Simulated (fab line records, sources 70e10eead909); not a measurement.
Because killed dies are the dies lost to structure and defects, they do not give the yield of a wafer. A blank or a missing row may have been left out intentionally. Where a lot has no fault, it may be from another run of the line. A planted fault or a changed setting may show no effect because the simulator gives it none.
What tool caused it?    flow nand-harc    11 lots with 33 wafers sampled at 5 steps, on a route of 1159 steps

== WHAT THE GAUGES READ, wafer by wafer ==
NHARC_P_M0_THK_MEAS_24: measures by xrf.
lot   measured      on             thk-nm (nm)
L457  day 6 16:30   film-metro-01  115.8 116.5 115.1
L459  day 6 21:29   film-metro-01  118.3 117.3 117.2
L458  day 6 22:00   film-metro-02  117.1 118.2 115.6
L460  day 7 06:35   film-metro-02  115.5 116.7 116.1
L465  day 8 01:49   film-metro-01  119.7 115.8 116.9
L464  day 8 02:26   film-metro-01  117.3 118.0 117.6
L467  day 8 13:33   film-metro-01  116.3 114.8 114.3
L468  day 9 05:07   film-metro-02  117.9 117.3 116.9
L474  day 10 09:31  film-metro-01  118.2 116.1 117.6
L477  day 11 03:05  film-metro-02  116.9 116.7 117.1
L476  day 11 05:43  film-metro-02  119.5 117.0 118.0

== WHAT TOOL EACH LOT RAN ON (gives the tool, then ch and the chambers of the sampled wafers, and finally the start) ==
lot   NHARC_P_M0_ETCH_34                  NHARC_P_M0_DEGAS_28           NHARC_P_M0_ECD_22               NHARC_P_M0_CMP_23
L457  rie-diel-07 ch 2,3, day 6 14:16     pvd-sputter-01, day 6 15:07   ecd-cu-01 ch 0, day 6 15:28     cmp-02 ch 0,1, day 6 16:11
L459  rie-diel-10 ch 0,1,3, day 6 19:11   pvd-sputter-03, day 6 20:05   ecd-cu-01 ch 0,1, day 6 20:30   cmp-01 ch 0,2, day 6 21:10
L458  rie-diel-07 ch 0,1,3, day 6 19:47   pvd-sputter-02, day 6 20:37   ecd-cu-02 ch 0,1, day 6 21:01   cmp-04 ch 0,2, day 6 21:43
L460  rie-diel-10 ch 0,1,2, day 7 04:20   pvd-sputter-02, day 7 05:10   ecd-cu-02 ch 0,1, day 7 05:36   cmp-04 ch 1,2, day 7 06:16
L465  rie-diel-02 ch 0,3, day 7 23:24     pvd-sputter-01, day 8 00:16   ecd-cu-02 ch 0,1, day 8 00:48   cmp-02 ch 0,1,2, day 8 01:32
L464  rie-diel-02 ch 0,3, day 7 23:58     pvd-sputter-02, day 8 00:52   ecd-cu-01 ch 0,1, day 8 01:14   cmp-02 ch 0,1, day 8 02:08
L467  rie-diel-02 ch 1,2,3, day 8 11:19   pvd-sputter-01, day 8 12:10   ecd-cu-01 ch 0,1, day 8 12:37   cmp-04 ch 0,1,2, day 8 13:16
L468  rie-diel-07 ch 1,3, day 9 02:50     pvd-sputter-02, day 9 03:44   ecd-cu-02 ch 0,1, day 9 04:05   cmp-04 ch 0,2,3, day 9 04:50
L474  rie-diel-02 ch 0,2,3, day 10 07:17  pvd-sputter-03, day 10 08:07  ecd-cu-01 ch 0,1, day 10 08:32  cmp-04 ch 1,2,3, day 10 09:14
L477  rie-diel-02 ch 1,2, day 11 00:50    pvd-sputter-01, day 11 01:41  ecd-cu-01 ch 0,1, day 11 02:02  cmp-04 ch 0,1,2, day 11 02:50
L476  rie-diel-02 ch 1,3, day 11 03:28    pvd-sputter-02, day 11 04:19  ecd-cu-01 ch 0,1, day 11 04:47  cmp-04 ch 0,1, day 11 05:25
- NHARC_P_M0_ETCH_34: etches the open film in N2/H2, target depth 40 nm, overetch 12 nm, time 43.94 s.
- NHARC_P_M0_DEGAS_28: time 60 s.
- NHARC_P_M0_ECD_22: material Cu, target thk 400 nm.
- NHARC_P_M0_CMP_23: polishes, t overpolish 20 s, target thk 117.53 nm.

== THE ANSWER, worked out from the rows above alone ==
Rule: what is usual is taken from the lots themselves. The widest of any qualifying gaps counts: lots, ordered by their means at a reading, are off when they make up no more than a third of the lots, leave a main group of 4 or more, and stand apart from it by 3 or more times the standard deviation of that group's means. The tables above print the reading to a certain number of digits; a main group whose means all agree to those digits is not used. A lot without any number at a reading at which 4 lots or more have one is off too. Where the step has rows for the other lots, those lots are counted as sound.
None of the lots is off at any reading shown; this tells nothing.

== WHAT HAD BEEN PUT IN BY THE SIMULATOR ==
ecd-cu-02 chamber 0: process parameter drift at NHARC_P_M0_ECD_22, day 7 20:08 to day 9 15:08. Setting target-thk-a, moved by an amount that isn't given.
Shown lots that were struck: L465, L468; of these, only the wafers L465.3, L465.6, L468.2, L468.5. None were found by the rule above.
